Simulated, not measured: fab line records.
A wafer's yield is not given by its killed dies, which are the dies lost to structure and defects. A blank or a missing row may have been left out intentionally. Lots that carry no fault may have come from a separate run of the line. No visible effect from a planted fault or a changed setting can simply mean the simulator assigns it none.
The tool behind it: which one? + flow nand_harc + Sampling: 6 lots, 17 wafers, 5 of 1159 route steps

## WHAT EACH GAUGE READ, for each wafer
NHARC_END_SORT_01.
| lot  | measured     | on        | killed_dies |
|------|--------------|-----------|-------------|
| L676 | day 19 16:32 | prober-02 | 25 22 23    |
| L679 | day 20 02:50 | prober-01 | 37 29 35    |
| L681 | day 20 12:49 | prober-02 | 22 26 19    |
| L683 | day 20 20:59 | prober-01 | 15 10 14    |
| L688 | day 22 11:28 | prober-02 | 493 29      |
| L694 | day 24 08:58 | prober-02 | 42 40 41    |

## TOOL THAT RAN EACH LOT (tool first, then ch and the chambers of the sampled wafers, then the start)
| lot  | NHARC_A_CONTACT_ETCH_48            | NHARC_A_CONTACT_ETCH_111             | NHARC_A_CONTACT_ETCH_112             | NHARC_A_CONTACT_ETCH_114             |
|------|------------------------------------|--------------------------------------|--------------------------------------|--------------------------------------|
| L676 | rie_diel-04 ch 0,1, day 16 11:11   | har_cap_etch-03 ch 0,1, day 16 12:43 | har_cap_etch-03 ch 0,1, day 16 12:55 | har_cap_etch-03 ch 0,1, day 16 13:07 |
| L679 | rie_diel-02 ch 0,1,2, day 16 23:49 | har_cap_etch-03 ch 0,1, day 17 01:04 | har_cap_etch-03 ch 0,1, day 17 01:13 | har_cap_etch-03 ch 0,1, day 17 01:24 |
| L681 | rie_diel-07 ch 0,2, day 17 12:10   | har_cap_etch-03 ch 0,1, day 17 13:24 | har_cap_etch-03 ch 0,1, day 17 13:35 | har_cap_etch-03 ch 0,1, day 17 13:46 |
| L683 | rie_diel-02 ch 2,3, day 18 05:08   | har_cap_etch-02 ch 0,1, day 18 06:43 | har_cap_etch-02 ch 0,1, day 18 06:55 | har_cap_etch-02 ch 0,1, day 18 07:06 |
| L688 | rie_diel-04 ch 1,3, day 19 05:01   | har_cap_etch-02 ch 1, day 19 06:16   | har_cap_etch-02 ch 1, day 19 06:25   | har_cap_etch-02 ch 1, day 19 06:36   |
| L694 | rie_diel-02 ch 0,1,2, day 20 20:22 | har_cap_etch-03 ch 0,1, day 20 21:32 | har_cap_etch-03 ch 0,1, day 20 21:44 | har_cap_etch-03 ch 0,1, day 20 21:55 |
- NHARC_A_CONTACT_ETCH_48: etches the open film in CF4, target depth 39 nm, time 65 s.
- NHARC_A_CONTACT_ETCH_111: etches the open film in C4F8/O2/Ar, time 140 s, target depth 700 nm.
- NHARC_A_CONTACT_ETCH_112: etches the open film in C4F8/O2/Ar, time 94 s, target depth 922 nm.
- NHARC_A_CONTACT_ETCH_114: etches the open film in C4F8/O2/Ar, time 94 s, target depth 922 nm.

## THE ANSWER, worked out from the rows above alone
Rule: the lots themselves supply what counts as usual. The widest of any qualifying gaps counts: lots, ordered by their means at a reading, are off when they make up no more than a third of the lots, leave a main group of 4 or more, and stand apart from it by 3 or more times the standard deviation of that group's means. A main group is skipped when, at the precision printed for the reading in the tables above, its means are all equal. Also off: a lot with no number at a reading for which 4 or more lots have one. Any other lot the step has rows for is counted as sound.
Off: L688, at NHARC_END_SORT_01 (killed_dies). The main group has a mean of 27 with a standard deviation of 9.7.
A tool fits if, at a process step before that reading, it ran every lot that is off, and no sound lot after the first of them. Gauges at NHARC_END_SORT_01: tried the same way as those tools. 2 tools fit, rie_diel-04 at NHARC_A_CONTACT_ETCH_48 and har_cap_etch-02 at NHARC_A_CONTACT_ETCH_111 and NHARC_A_CONTACT_ETCH_112 and NHARC_A_CONTACT_ETCH_114, so this cannot tell which one it is.

## WHAT HAD BEEN PUT IN BY THE SIMULATOR
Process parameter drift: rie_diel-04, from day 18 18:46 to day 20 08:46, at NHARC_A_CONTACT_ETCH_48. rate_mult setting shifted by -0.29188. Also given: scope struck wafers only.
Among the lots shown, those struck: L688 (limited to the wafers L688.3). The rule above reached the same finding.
